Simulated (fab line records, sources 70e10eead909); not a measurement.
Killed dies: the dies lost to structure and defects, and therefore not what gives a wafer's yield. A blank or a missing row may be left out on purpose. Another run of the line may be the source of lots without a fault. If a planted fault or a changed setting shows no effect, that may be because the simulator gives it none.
What tool caused it?	flow nand harc	Sampling: 24 lots, 72 wafers, 5 of 1302 route steps

== WHAT THE GAUGES READ, wafer by wafer ==
NHARC_A_CONTACT_CD_MEAS_08: target cd 200 nm. Usual: cd nm 200.1 nm, standard deviation 0.44.
lot	measured	on	cd nm (nm)	flag
L074	day 23 06:08	cd sem-02	200.2 200.0 200.3	
L075	day 23 08:05	cd sem-02	199.6 200.4 200.5	
L077	day 23 10:38	cd sem-01	200.6 200.7 199.9	
L076	day 23 12:11	cd sem-01	199.5 199.6 199.4	
L079	day 23 22:44	cd sem-01	199.6 200.2 200.2	
L078	day 24 01:59	cd sem-01	199.7 199.8 199.9	
L080	day 25 07:53	cd sem-01	199.4 200.4 200.4	
L081	day 25 09:37	cd sem-03	200.9 200.3 200.7	
L083	day 25 21:53	cd sem-03	199.5 198.9 199.9	
L082	day 26 03:52	cd sem-01	200.2 200.7 200.3	
L084	day 26 23:51	cd sem-01	199.9 199.6 200.4	
L086	day 27 06:20	cd sem-01	199.1 200.1 200.1	
L085	day 27 07:38	cd sem-02	199.9 199.7 200.4	
L089	day 28 23:55	cd sem-02	199.9 200.3 200.3	
L087	day 29 02:57	cd sem-01	200.6 200.6 200.2	
L090	day 29 05:25	cd sem-03	199.5 199.3 199.5	
L091	day 29 05:34	cd sem-01	200.7 200.0 200.3	
L088	day 29 07:02	cd sem-03	200.5 200.1 200.4	
L093	day 30 03:31	cd sem-02	200.5 200.0 200.2	
L092	day 30 14:29	cd sem-02	199.8 199.0 199.8	
L097	day 32 02:43	cd sem-02	200.7 200.8 199.8	
L095	day 32 04:35	cd sem-02	200.2 200.6 200.6	
L094	day 32 07:39	cd sem-01	200.3 199.7 199.1	
L096	day 32 10:59	cd sem-01	200.2 199.8 199.5	

== EACH LOT AND THE TOOL THAT RAN IT (in order: tool; ch and the chambers of the sampled wafers; start) ==
lot	NHARC_A_CONTACT_ETCH_102	NHARC_A_CONTACT_DEP_57	NHARC_A_CONTACT_ETCH_78	NHARC_A_CONTACT_ETCH_132
L074	rie diel-04 ch 1,2,3, day 22 12:45	acl dep-03 ch 0, day 22 15:01	rie diel-06 ch 0,3, day 22 21:38 or earlier	har cap etch-02 ch 1, day 22 21:38
L075	rie diel-06 ch 0,1, day 22 13:02	acl dep-02 ch 0, day 22 15:38	rie diel-04 ch 0,1, day 22 22:41 or earlier	har cap etch-01 ch 0,1, day 22 22:41
L077	rie diel-04 ch 2,3, day 22 18:55	acl dep-03 ch 0, day 23 00:05	rie diel-04 ch 0,3, day 23 05:42 or earlier	har cap etch-03 ch 0,1, day 23 05:42
L076	rie diel-04 ch 0,1,2, day 22 19:23	acl dep-02 ch 0, day 22 23:16	rie diel-06 ch 0,1,3, day 23 05:53 or earlier	har cap etch-02 ch 0,1, day 23 05:53
L079	rie diel-06 ch 1,2,3, day 23 10:19	acl dep-02 ch 0, day 23 10:59	rie diel-04 ch 0,1,2, day 23 18:08 or earlier	har cap etch-02 ch 0,1, day 23 18:08
L078	rie diel-06 ch 1,2,3, day 23 12:55	acl dep-02 ch 0, day 23 14:14	rie diel-13 ch 0,1,2, day 23 21:25 or earlier	har cap etch-01 ch 0,1, day 23 21:25
L080	rie diel-04 ch 0,2,3, day 24 04:19	acl dep-03 ch 0, day 24 05:58	rie diel-04 ch 1,3, day 25 02:36 or earlier	har cap etch-02 ch 0,1, day 25 02:36
L081	rie diel-04 ch 1,3, day 24 08:23	acl dep-03 ch 0, day 24 12:59	rie diel-06 ch 1,2,3, day 25 02:46 or earlier	har cap etch-01 ch 0,1, day 25 02:46
L083	rie diel-04 ch 1,3, day 25 05:10	acl dep-03 ch 0, day 25 07:46	rie diel-04 ch 1,2,3, day 25 14:37 or earlier	har cap etch-02 ch 0,1, day 25 14:37
L082	rie diel-04 ch 0,1,3, day 25 14:01	acl dep-01 ch 0, day 25 16:19	rie diel-04 ch 0,3, day 25 23:25 or earlier	har cap etch-03 ch 0,1, day 25 23:25
L084	rie diel-06 ch 2,3, day 26 08:31	acl dep-03 ch 0, day 26 10:58	rie diel-04 ch 0,3, day 26 18:05 or earlier	har cap etch-02 ch 0,1, day 26 18:05
L086	rie diel-06 ch 1,3, day 26 17:25	acl dep-03 ch 0, day 26 19:08	rie diel-04 ch 1,3, day 27 01:08 or earlier	har cap etch-01 ch 0,1, day 27 01:08
L085	rie diel-13 ch 0,1,2, day 26 17:45	acl dep-01 ch 0, day 26 19:51	rie diel-06 ch 1,2,3, day 27 02:29 or earlier	har cap etch-03 ch 0,1, day 27 02:29
L089	rie diel-04 ch 0,1, day 28 10:06	acl dep-02 ch 0, day 28 10:48	rie diel-04 ch 0,1,2, day 28 17:56 or earlier	har cap etch-02 ch 0,1, day 28 17:56
L087	rie diel-04 ch 0,2, day 28 10:08	acl dep-03 ch 0, day 28 12:03	rie diel-04 ch 1,3, day 28 19:10 or earlier	har cap etch-03 ch 0,1, day 28 19:10
L090	rie diel-04 ch 0,1,3, day 28 11:04	acl dep-02 ch 0, day 28 14:31	rie diel-04 ch 0,1,2, day 28 21:08 or earlier	har cap etch-01 ch 1, day 28 21:08
L091	rie diel-04 ch 1,2, day 28 13:37	acl dep-03 ch 0, day 28 15:20	rie diel-13 ch 1,2,3, day 28 21:53 or earlier	har cap etch-02 ch 0,1, day 28 21:53
L088	rie diel-04 ch 0,2,3, day 28 13:38	acl dep-01 ch 0, day 28 16:07	rie diel-13 ch 0,3, day 28 23:26 or earlier	har cap etch-03 ch 0,1, day 28 23:26
L093	rie diel-04 ch 1,2,3, day 29 07:02	acl dep-01 ch 0, day 29 17:19	rie diel-04 ch 1,2,3, day 29 22:54 or earlier	har cap etch-03 ch 0,1, day 29 22:54
L092	rie diel-04 ch 2,3, day 30 00:41	acl dep-02 ch 0, day 30 04:03	rie diel-04 ch 0,3, day 30 09:31 or earlier	har cap etch-03 ch 0,1, day 30 09:31
L097	rie diel-04 ch 0,1,3, day 31 11:40	acl dep-02 ch 0, day 31 12:19	rie diel-13 ch 0,3, day 31 19:26 or earlier	har cap etch-03 ch 0,1, day 31 19:26
L095	rie diel-04 ch 1,2,3, day 31 12:18	acl dep-03 ch 0, day 31 15:15	rie diel-13 ch 0,3, day 31 21:46 or earlier	har cap etch-02 ch 0,1, day 31 21:46
L094	rie diel-04 ch 0,2,3, day 31 17:20	acl dep-03 ch 0, day 31 19:50	rie diel-04 ch 1,2,3, day 32 03:00 or earlier	har cap etch-01 ch 0,1, day 32 03:00
L096	rie diel-04 ch 0,2,3, day 31 17:45	acl dep-02 ch 0, day 31 23:35	rie diel-04 ch 0,2,3, day 32 06:26 or earlier	har cap etch-02 ch 0, day 32 06:26
- NHARC_A_CONTACT_ETCH_102: etches the open film in CF4/O2, target depth 100 nm, overetch 10 nm, time 55 s.
- NHARC_A_CONTACT_DEP_57: deposits aC, target thk 5300 nm.
- NHARC_A_CONTACT_ETCH_78: etches the open film in O2/COS, target depth 5300 nm, time 1378 s.
- NHARC_A_CONTACT_ETCH_132: etches the open film in C4F8/O2/Ar, time 197 s, target depth 1924 nm.

== WHAT THE TOOLS THEMSELVES READ (means of the sampled wafers that have a number; where no wafer has one, the mark that the record gives instead) ==
NHARC_A_CONTACT_ETCH_102. Usual: drypump motor current A 5.84 A, standard deviation 0.29; o2 flow sccm 19.99 sccm, standard deviation 0.059; oes_f_703_au 0.999 a.u., standard deviation 0.0045; oes product au 1.000 a.u., standard deviation 0.0081; rf fwd power W 297.1 W, standard deviation 1.1; rf vpp V 197.6 V, standard deviation 1.4; showerhead plenum p Torr 1.32 Torr, standard deviation 0.056; throttle valve pct 13.398 %, standard deviation 0.0085.
lot	tool	drypump motor current A (A)	o2 flow sccm (sccm)	oes_f_703_au (a.u.)	oes product au (a.u.)	rf fwd power W (W)	rf vpp V (V)	showerhead plenum p Torr (Torr)	throttle valve pct (%)	flag
L074	rie diel-04	5.89	20.02	1.000	1.004	296.9	196.9	1.33	13.406	
L075	rie diel-06	6.30	19.97	0.998	1.005	298.0	199.0	1.39	13.397	
L077	rie diel-04	6.06	19.94	1.000	1.003	296.9	196.5	1.30	13.404	
L076	rie diel-04	5.91	20.00	1.000	1.000	297.9	196.4	1.30	13.390	
L079	rie diel-06	5.53	19.91	1.005	1.005	297.9	197.7	1.33	13.395	
L078	rie diel-06	5.54	19.96	0.996	1.003	297.6	198.6	1.33	13.400	
L080	rie diel-04	5.94	19.96	0.999	0.999	296.4	197.0	1.31	13.403	
L081	rie diel-04	5.71	19.96	0.997	0.992	298.2	197.4	1.36	13.401	
L083	rie diel-04	5.74	20.01	1.004	0.998	296.3	197.9	1.36	13.397	
L082	rie diel-04	5.75	19.98	1.003	0.992	297.3	198.3	1.34	13.402	
L084	rie diel-06	5.34	19.98	1.000	1.015	297.6	196.8	1.26	13.400	
L086	rie diel-06	5.59	20.02	1.003	1.002	296.9	198.0	1.33	13.397	
L085	rie diel-13	5.76	19.96	0.996	0.995	296.4	198.8	1.35	13.398	
L089	rie diel-04	5.73	19.95	0.997	0.996	296.9	196.8	1.33	13.395	
L087	rie diel-04	6.07	19.98	1.003	0.993	297.1	196.5	1.26	13.396	
L090	rie diel-04	5.74	20.02	1.002	1.003	296.5	197.2	1.33	13.407	
L091	rie diel-04	5.86	20.01	0.998	1.000	297.8	197.6	1.32	13.402	
L088	rie diel-04	5.92	20.02	1.001	0.996	296.7	196.6	1.30	13.396	
L093	rie diel-04	5.88	20.10	0.996	1.004	297.1	198.1	1.32	13.395	
L092	rie diel-04	6.07	19.99	0.998	0.998	298.2	197.2	1.29	13.400	
L097	rie diel-04	5.74	20.00	0.995	0.991	296.8	197.8	1.33	13.397	
L095	rie diel-04	5.88	20.02	0.996	1.003	297.5	197.3	1.32	13.392	
L094	rie diel-04	5.94	20.02	0.999	1.004	297.2	196.7	1.30	13.409	
L096	rie diel-04	5.93	19.96	0.999	0.992	297.9	197.1	1.30	13.396	

NHARC_A_CONTACT_DEP_57. Usual: throttle valve pct 35.000 %, standard deviation 0.0092.
lot	tool	throttle valve pct (%)	flag
L074	acl dep-03	35.002	
L075	acl dep-02	35.000	
L077	acl dep-03	34.995	
L076	acl dep-02	34.997	
L079	acl dep-02	35.002	
L078	acl dep-02	34.996	
L080	acl dep-03	35.003	
L081	acl dep-03	34.999	
L083	acl dep-03	35.002	
L082	acl dep-01	35.002	
L084	acl dep-03	34.993	
L086	acl dep-03	34.999	
L085	acl dep-01	35.007	
L089	acl dep-02	34.994	
L087	acl dep-03	34.996	
L090	acl dep-02	35.005	
L091	acl dep-03	34.998	
L088	acl dep-01	35.000	
L093	acl dep-01	35.007	
L092	acl dep-02	35.000	
L097	acl dep-02	34.993	
L095	acl dep-03	35.003	
L094	acl dep-03	34.989	
L096	acl dep-02	35.000	

NHARC_A_CONTACT_ETCH_78. Usual: drypump motor current A is 5.9 A with standard deviation 0.3, o2 flow sccm is 400.0 sccm with standard deviation 1.2, oes product au is 1.000 a.u. with standard deviation 0.008, rf fwd power W is 499.9 W with standard deviation 1.4, rf vpp V is 313.9 V with standard deviation 2, showerhead plenum p Torr is 3.11 Torr with standard deviation 0.12, and throttle valve pct is 28.330 % with standard deviation 0.0091.
lot	tool	drypump motor current A (A)	o2 flow sccm (sccm)	oes product au (a.u.)	rf fwd power W (W)	rf vpp V (V)	showerhead plenum p Torr (Torr)	throttle valve pct (%)	flag
L074	rie diel-06	5.8	401.1	1.011	499.6	313.0	3.06	28.326	
L075	rie diel-04	5.7	399.1	0.993	499.8	314.5	3.11	28.338	
L077	rie diel-04	5.8	399.7	1.009	499.1	314.0	3.14	28.336	
L076	rie diel-06	6.0	400.5	1.012	500.1	315.6	3.19	28.332	
L079	rie diel-04	5.9	400.1	0.997	498.4	313.5	3.04	28.336	
L078	rie diel-13	5.7	399.5	0.999	499.4	314.9	3.17	28.326	
L080	rie diel-04	5.8	400.2	0.996	500.9	315.0	3.19	28.331	
L081	rie diel-06	5.5	399.8	1.003	500.5	314.6	3.10	28.334	
L083	rie diel-04	5.9	398.8	0.990	498.4	313.6	3.10	28.334	
L082	rie diel-04	5.8	398.6	1.001	501.0	313.6	3.14	28.330	
L084	rie diel-04	5.8	400.1	1.004	501.5	314.0	3.07	28.323	
L086	rie diel-04	5.7	399.0	1.004	500.6	315.4	3.17	28.326	
L085	rie diel-06	5.6	399.6	1.005	500.3	313.8	3.09	28.331	
L089	rie diel-04	5.9	399.9	0.995	500.6	312.5	3.03	28.330	
L087	rie diel-04	5.7	400.3	0.994	500.1	314.6	3.16	28.326	
L090	rie diel-04	5.9	398.9	0.999	498.6	313.0	3.03	28.326	
L091	rie diel-13	6.0	401.1	1.000	499.8	313.8	3.11	28.332	
L088	rie diel-13	6.0	400.7	1.009	500.4	315.2	3.23	28.323	
L093	rie diel-04	5.9	399.8	1.000	499.8	313.3	3.09	28.327	
L092	rie diel-04	5.8	400.1	1.003	500.2	315.4	3.13	28.328	
L097	rie diel-13	5.7	399.9	1.002	499.4	315.2	3.27	28.324	
L095	rie diel-13	6.0	400.5	0.999	500.8	315.8	3.22	28.332	
L094	rie diel-04	5.9	399.3	0.996	499.2	313.5	3.09	28.334	
L096	rie diel-04	5.9	399.8	0.994	499.3	313.0	3.04	28.322	

== THE ANSWER, worked out from the rows above alone ==
Rule: a lot counts as off when the mean over its wafers that have a number is more than 3 standard deviations away from the usual mean. A lot without any number at a reading at which 4 lots or more have one is off too. Any other lot the step has rows for is counted as sound. The gauges are gone through in route order, then the tools' own readings, and for those a lot's mean is taken as printed above. The first step at which some lot is off is used, and at that step the reading that is off furthest; a lot without a number counts as furthest.
Nothing can be told from this: no lot is off at any reading shown.

== WHAT THE SIMULATOR PUT IN ==
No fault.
